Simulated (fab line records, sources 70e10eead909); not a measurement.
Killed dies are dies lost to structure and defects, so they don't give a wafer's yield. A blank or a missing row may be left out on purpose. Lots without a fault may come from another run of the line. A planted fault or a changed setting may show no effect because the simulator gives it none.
One fault seen from 2 desks | flow nand_harc | each desk has only its own numbers; what lay behind them comes last

THE DEFECT DESK
What the inspections along the route counted, lot by lot: means of the sampled wafers that have a number. A lot is out of limits, marked OUT, if its mean lies more than 4 standard deviations from the usual mean; the brackets give that distance.
Columns: A = raw_defect_count at NHARC_A_SGD_CUT_INSPECT_11, usual 55
lot  | first seen here | A
L987 | day 19 12:49    | 64
L988 | day 19 15:38    | 53
L994 | day 23 13:23    | 28
L997 | day 23 23:26    | 65
L999 | day 24 10:52    | 83
L101 | day 25 15:37    | 37
L102 | day 26 02:41    | 63
L105 | day 26 20:10    | 17
L106 | day 27 04:13    | 25
L107 | day 27 23:31    | 60
L108 | day 27 23:43    | 8
L110 | day 28 14:06    | 21
L109 | day 28 14:20    | 52
This desk's finding: nothing out of limits on any of the 13 lots.

THE TOOL OWNER'S DESK: litho_track-04
The tool's own readings at NHARC_A_SGD_CUT_SOFTBAKE_04 (time 55 s): means of the sampled wafers that have a number, for each lot that ran on this tool. A lot is out of limits, marked OUT, if its mean lies more than 4 standard deviations from the usual mean; the brackets give that distance.
Columns: A = heater_power_total_W at NHARC_A_SGD_CUT_SOFTBAKE_04, usual 188.47 W; B = plate_temp_C at NHARC_A_SGD_CUT_SOFTBAKE_04, usual 104.99 C
lot  | first seen here | A                        | B
L997 | day 23 22:00    | 206.36 (+99 or more) OUT | -
L999 | day 24 10:00    | 206.48 (+99 or more) OUT | -
L107 | day 27 22:00    | 188.43                   | 105.03
This desk's finding: out of limits on L997, L999; first on L997, day 23 22:00 (heater_power_total_W at NHARC_A_SGD_CUT_SOFTBAKE_04). In limits: L107.

PUT TOGETHER
The tool owner's desk could have raised an alarm at day 23 22:00, on L997, L999.
The defect desk saw nothing out of limits.
The defect desk has L997, L999 on record, within its limits.
Of the lots named, all ran NHARC_A_SGD_CUT_SOFTBAKE_04 on litho_track-04.

WHAT THE SIMULATOR HAD PUT IN
Process parameter drift: litho_track-04, from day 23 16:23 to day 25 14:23, at NHARC_A_SGD_CUT_SOFTBAKE_04. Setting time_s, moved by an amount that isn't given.
Lots struck among those shown: L997, L999.
Hours from the fault's start to each desk's first reading out of limits: the tool owner's desk, 6.
